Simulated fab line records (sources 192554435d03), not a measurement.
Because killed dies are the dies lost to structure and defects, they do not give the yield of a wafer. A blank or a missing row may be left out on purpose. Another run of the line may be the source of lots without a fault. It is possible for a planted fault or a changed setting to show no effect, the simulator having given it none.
Matching of chambers || flow n5_finfet || rie_diel-02 running N5_PASSIVATION_PASS_ETCH_47: 4 sister chambers
The step etches SiNx in CF4/O2, target depth 770 nm, time 385 s. 14 wafers are shown with their chamber, then 6 later ones without.

WAFERS WITH THEIR CHAMBER
{"wafer": "L342.2", "chamber": 3, "drypump_motor_current_A (A)": 5.2, "showerhead_plenum_p_Torr (Torr)": 2.23, "rf_vpp_V (V)": 250}
{"wafer": "L342.4", "chamber": 2, "drypump_motor_current_A (A)": 5.7, "showerhead_plenum_p_Torr (Torr)": 2.23, "rf_vpp_V (V)": 241}
{"wafer": "L342.6", "chamber": 1, "drypump_motor_current_A (A)": 6.2, "showerhead_plenum_p_Torr (Torr)": 2.29, "rf_vpp_V (V)": 245}
{"wafer": "L343.1", "chamber": 0, "drypump_motor_current_A (A)": 6.5, "showerhead_plenum_p_Torr (Torr)": 2.21, "rf_vpp_V (V)": 254}
{"wafer": "L343.2", "chamber": 2, "drypump_motor_current_A (A)": 5.7, "showerhead_plenum_p_Torr (Torr)": 2.22, "rf_vpp_V (V)": 241}
{"wafer": "L343.3", "chamber": 3, "drypump_motor_current_A (A)": 5.2, "showerhead_plenum_p_Torr (Torr)": 2.22, "rf_vpp_V (V)": 250}
{"wafer": "L340.2", "chamber": 3, "drypump_motor_current_A (A)": 5.3, "showerhead_plenum_p_Torr (Torr)": 2.22, "rf_vpp_V (V)": 252}
{"wafer": "L340.4", "chamber": 2, "drypump_motor_current_A (A)": 5.7, "showerhead_plenum_p_Torr (Torr)": 2.22, "rf_vpp_V (V)": 242}
{"wafer": "L340.6", "chamber": 0, "drypump_motor_current_A (A)": 6.5, "showerhead_plenum_p_Torr (Torr)": 2.21, "rf_vpp_V (V)": 252}
{"wafer": "L346.1", "chamber": 0, "drypump_motor_current_A (A)": 6.5, "showerhead_plenum_p_Torr (Torr)": 2.21, "rf_vpp_V (V)": 253}
{"wafer": "L346.5", "chamber": 1, "drypump_motor_current_A (A)": 6.2, "showerhead_plenum_p_Torr (Torr)": 2.28, "rf_vpp_V (V)": 246}
{"wafer": "L346.6", "chamber": 2, "drypump_motor_current_A (A)": 5.7, "showerhead_plenum_p_Torr (Torr)": 2.22, "rf_vpp_V (V)": 242}
{"wafer": "L349.1", "chamber": 1, "drypump_motor_current_A (A)": 6.2, "showerhead_plenum_p_Torr (Torr)": 2.28, "rf_vpp_V (V)": 246}
{"wafer": "L349.4", "chamber": 0, "drypump_motor_current_A (A)": 6.5, "showerhead_plenum_p_Torr (Torr)": 2.21, "rf_vpp_V (V)": 253}

SIGNATURES (averages over the wafers above)
{"reading": "drypump_motor_current_A", "chamber 0": 6.500, "chamber 1": 6.200, "chamber 2": 5.700, "chamber 3": 5.233, "scatter within a chamber": 0.0258}
{"reading": "showerhead_plenum_p_Torr", "chamber 0": 2.2100, "chamber 1": 2.2833, "chamber 2": 2.2225, "chamber 3": 2.2233, "scatter within a chamber": 0.00456}
{"reading": "rf_vpp_V", "chamber 0": 253.00, "chamber 1": 245.67, "chamber 2": 241.50, "chamber 3": 250.67, "scatter within a chamber": 0.796}
Rule: a wafer's distance from a chamber is the root of the sum, over the readings, of the square of ((its reading less the chamber's mean) divided by the reading's scatter). The wafer belongs to the nearest chamber; if the next one is less than 2 further off, it can't be placed. The scatter is the square root of a quotient: the sum, over the shown wafers, of each reading's squared deviation from its chamber's mean, divided by wafers minus chambers.

WAFERS WITHOUT THEIR CHAMBER
{"wafer": "L349.5", "drypump_motor_current_A (A)": 6.2, "showerhead_plenum_p_Torr (Torr)": 2.28, "rf_vpp_V (V)": 246}
{"wafer": "L350.2", "drypump_motor_current_A (A)": 5.7, "showerhead_plenum_p_Torr (Torr)": 2.22, "rf_vpp_V (V)": 244}
{"wafer": "L350.3", "drypump_motor_current_A (A)": 6.5, "showerhead_plenum_p_Torr (Torr)": 2.20, "rf_vpp_V (V)": 252}
{"wafer": "L350.4", "drypump_motor_current_A (A)": 5.2, "showerhead_plenum_p_Torr (Torr)": 2.22, "rf_vpp_V (V)": 250}
{"wafer": "L360.1", "drypump_motor_current_A (A)": 6.1, "showerhead_plenum_p_Torr (Torr)": 2.27, "rf_vpp_V (V)": 247}
{"wafer": "L360.3", "drypump_motor_current_A (A)": 5.7, "showerhead_plenum_p_Torr (Torr)": 2.21, "rf_vpp_V (V)": 242}

WHICH CHAMBER EACH WENT THROUGH
{"wafer": "L349.5", "from the rows above": 1, "in truth": 1}
{"wafer": "L350.2", "from the rows above": 2, "in truth": 2}
{"wafer": "L350.3", "from the rows above": 0, "in truth": 0}
{"wafer": "L350.4", "from the rows above": 3, "in truth": 3}
{"wafer": "L360.1", "from the rows above": 1, "in truth": 1}
{"wafer": "L360.3", "from the rows above": 2, "in truth": 2}
Correctly placed: 6 of 6. Number that these rows cannot place: 0. Wrongly placed: 0.
